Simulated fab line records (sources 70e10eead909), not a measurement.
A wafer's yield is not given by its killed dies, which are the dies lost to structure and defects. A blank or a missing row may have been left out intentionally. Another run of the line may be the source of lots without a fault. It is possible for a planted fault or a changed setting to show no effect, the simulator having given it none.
Check of tool commonality + flow nand_harc + 12 lots and 42 wafers in the sample

## WHAT PROMPTED THE OPENING
On 2 of the 12 lots, a flag is raised at NHARC_A_CHANNEL_HOLE_D1_CD_MEAS_30 on the reading cd_nm. Wafers without a fault read 90.6 nm, standard deviation 1.2.
Rule: a lot is flagged in two cases, either no wafer of it has a number, or all its wafers with numbers fall more than 4 standard deviations from that mean. As for the other lots, they are considered sound.

| lot  | measured     | on        | cd_nm (nm), wafer by wafer | flag    |
|------|--------------|-----------|----------------------------|---------|
| L216 | day 9 03:07  | cd_sem-01 | 90.4 92.8 90.8             |         |
| L217 | day 9 16:14  | cd_sem-02 | 90.1 90.7 90.3             |         |
| L219 | day 10 14:13 | cd_sem-02 | 89.2 88.2 90.4             |         |
| L224 | day 12 21:01 | cd_sem-03 | 1.0 0.2 0.6 1.1 0.2 0.4    | FLAGGED |
| L226 | day 13 05:40 | cd_sem-01 | 0.6 0.3 0.9 0.2 0.2 0.8    | FLAGGED |
| L228 | day 14 20:20 | cd_sem-03 | 89.1 90.1 87.4             |         |
| L231 | day 15 15:21 | cd_sem-01 | 91.2 89.7 91.5             |         |
| L232 | day 16 03:36 | cd_sem-03 | 90.5 89.9 90.0             |         |
| L234 | day 16 22:03 | cd_sem-01 | 89.9 88.8 89.0             |         |
| L235 | day 17 07:18 | cd_sem-01 | 89.8 90.4 87.9             |         |
| L236 | day 17 15:40 | cd_sem-02 | 90.3 91.5 88.7             |         |
| L238 | day 18 05:01 | cd_sem-02 | 90.1 88.4 90.6             |         |
The mean of the flagged lots' numbers is 0.5 nm, -90.1 nm from the usual (-75 standard deviations).

## EACH LOT AND THE TOOL IT RAN ON
4 process steps preceding the reading are held in the record, out of 1302 steps in the route. Each cell gives the tool, then ch followed by the chambers the sampled wafers passed through, then the start.
| lot  | flag    | NHARC_A_ONON_D1_DEP_33          | NHARC_A_CHANNEL_HOLE_D1_DEP_00 | NHARC_A_CHANNEL_HOLE_D1_ETCH_24  | NHARC_A_CHANNEL_HOLE_D1_STRIP_27              |
|------|---------|---------------------------------|--------------------------------|----------------------------------|-----------------------------------------------|
| L216 |         | pecvd-03 ch 0,1, day 8 16:59    | acl_dep-03 ch 0, day 8 17:34   | har_etch-01 ch 1, day 8 23:50    | rie_diel-12 ch 1,2,3, day 9 03:07 or earlier  |
| L217 |         | pecvd-04 ch 1,2, day 9 06:10    | acl_dep-03 ch 0, day 9 07:15   | har_etch-02 ch 0,1, day 9 13:12  | rie_diel-05 ch 0,1,2, day 9 16:14 or earlier  |
| L219 |         | pecvd-03 ch 0,1, day 10 03:23   | acl_dep-03 ch 0, day 10 03:55  | har_etch-02 ch 0,1, day 10 10:50 | rie_diel-08 ch 1,2,3, day 10 14:13 or earlier |
| L224 | FLAGGED | pecvd-03 ch 0,1,2, day 12 05:28 | acl_dep-02 ch 0, day 12 09:40  | har_etch-02 ch 0,1, day 12 17:50 | rie_diel-08 ch 0,1, day 12 21:01 or earlier   |
| L226 | FLAGGED | pecvd-01 ch 1,2, day 12 19:34   | acl_dep-02 ch 0, day 12 20:05  | har_etch-01 ch 0,1, day 13 02:15 | rie_diel-08 ch 1,2,3, day 13 05:40 or earlier |
| L228 |         | pecvd-03 ch 0,2, day 14 07:58   | acl_dep-03 ch 0, day 14 09:56  | har_etch-01 ch 0,1, day 14 17:03 | rie_diel-05 ch 1,2, day 14 20:20 or earlier   |
| L231 |         | pecvd-04 ch 1,2, day 15 05:17   | acl_dep-02 ch 0, day 15 05:47  | har_etch-02 ch 0,1, day 15 11:58 | rie_diel-12 ch 0,1,3, day 15 15:21 or earlier |
| L232 |         | pecvd-01 ch 0,1, day 15 11:54   | acl_dep-02 ch 0, day 15 13:34  | har_etch-02 ch 0,1, day 16 00:16 | rie_diel-12 ch 0,1,2, day 16 03:36 or earlier |
| L234 |         | pecvd-04 ch 1,2, day 16 12:02   | acl_dep-03 ch 0, day 16 12:32  | har_etch-02 ch 0,1, day 16 18:47 | rie_diel-08 ch 0,1,3, day 16 22:03 or earlier |
| L235 |         | pecvd-03 ch 1,2, day 16 21:08   | acl_dep-01 ch 0, day 16 21:42  | har_etch-01 ch 0, day 17 04:00   | rie_diel-05 ch 0,2, day 17 07:18 or earlier   |
| L236 |         | pecvd-03 ch 0,1,2, day 17 02:52 | acl_dep-01 ch 0, day 17 03:25  | har_etch-01 ch 0,1, day 17 12:17 | rie_diel-08 ch 0,1,2, day 17 15:40 or earlier |
| L238 |         | pecvd-04 ch 0,1,2, day 17 19:02 | acl_dep-02 ch 0, day 17 19:38  | har_etch-02 ch 0,1, day 18 01:39 | rie_diel-08 ch 0,2,3, day 18 05:01 or earlier |
What the steps here do:
- NHARC_A_ONON_D1_DEP_33: deposits SiO2, target thk 200 nm.
- NHARC_A_CHANNEL_HOLE_D1_DEP_00: deposits aC, target thk 3100 nm.
- NHARC_A_CHANNEL_HOLE_D1_ETCH_24: etches the open film in C4F8/O2/Ar, time 906.2 s, target depth 1500 nm.
- NHARC_A_CHANNEL_HOLE_D1_STRIP_27: strips in O2.
- NHARC_A_CHANNEL_HOLE_D1_CD_MEAS_30

## FLAGGED AGAINST TOTAL, ONE TOOL AT A TIME (gauges that did the reading follow at the end)
| step                               | tool        | lots run | flagged | share of the flagged lots | sound lots run after its first flagged lot |
|------------------------------------|-------------|----------|---------|---------------------------|--------------------------------------------|
| NHARC_A_ONON_D1_DEP_33             | pecvd-01    | 2        | 1       | some                      | 1 (L232)                                   |
| NHARC_A_ONON_D1_DEP_33             | pecvd-03    | 6        | 1       | some                      | 3 (L228,L235,L236)                         |
| NHARC_A_ONON_D1_DEP_33             | pecvd-04    | 4        | 0       | none                      | -                                          |
| NHARC_A_CHANNEL_HOLE_D1_DEP_00     | acl_dep-01  | 2        | 0       | none                      | -                                          |
| NHARC_A_CHANNEL_HOLE_D1_DEP_00     | acl_dep-02  | 5        | 2       | all                       | 3 (L231,L232,L238)                         |
| NHARC_A_CHANNEL_HOLE_D1_DEP_00     | acl_dep-03  | 5        | 0       | none                      | -                                          |
| NHARC_A_CHANNEL_HOLE_D1_ETCH_24    | har_etch-01 | 5        | 1       | some                      | 3 (L228,L235,L236)                         |
| NHARC_A_CHANNEL_HOLE_D1_ETCH_24    | har_etch-02 | 7        | 1       | some                      | 4 (L231,L232,L234,L238)                    |
| NHARC_A_CHANNEL_HOLE_D1_STRIP_27   | rie_diel-05 | 3        | 0       | none                      | -                                          |
| NHARC_A_CHANNEL_HOLE_D1_STRIP_27   | rie_diel-08 | 6        | 2       | all                       | 3 (L234,L236,L238)                         |
| NHARC_A_CHANNEL_HOLE_D1_STRIP_27   | rie_diel-12 | 3        | 0       | none                      | -                                          |
| NHARC_A_CHANNEL_HOLE_D1_CD_MEAS_30 | cd_sem-01   | 5        | 1       | some                      | 3 (L231,L234,L235)                         |
| NHARC_A_CHANNEL_HOLE_D1_CD_MEAS_30 | cd_sem-02   | 4        | 0       | none                      | -                                          |
| NHARC_A_CHANNEL_HOLE_D1_CD_MEAS_30 | cd_sem-03   | 3        | 1       | some                      | 2 (L228,L232)                              |
Because NHARC_A_CHANNEL_HOLE_D1_STRIP_27 lacks a start for some lots, the hours and order of its lots are taken from NHARC_A_CHANNEL_HOLE_D1_CD_MEAS_30.

## THE TABLE: WHAT IT ALLOWS
In 2 table rows, all flagged lots were run: acl_dep-02 (NHARC_A_CHANNEL_HOLE_D1_DEP_00), rie_diel-08 (NHARC_A_CHANNEL_HOLE_D1_STRIP_27).
- acl_dep-02 at NHARC_A_CHANNEL_HOLE_D1_DEP_00 ran 5 lots, 2 of them flagged. After the first flagged lot (L231, L232, L238), sound lots still ran on it; a lasting fault on the whole tool would not permit that.
- rie_diel-08 at NHARC_A_CHANNEL_HOLE_D1_STRIP_27 ran 6 lots, 2 of them flagged. After the first flagged lot (L234, L236, L238), sound lots still ran on it; a lasting fault on the whole tool would not permit that.
Every row of the table either missed a flagged lot or ran a sound lot after the first.

## WHAT HAD BEEN PUT IN BY THE SIMULATOR
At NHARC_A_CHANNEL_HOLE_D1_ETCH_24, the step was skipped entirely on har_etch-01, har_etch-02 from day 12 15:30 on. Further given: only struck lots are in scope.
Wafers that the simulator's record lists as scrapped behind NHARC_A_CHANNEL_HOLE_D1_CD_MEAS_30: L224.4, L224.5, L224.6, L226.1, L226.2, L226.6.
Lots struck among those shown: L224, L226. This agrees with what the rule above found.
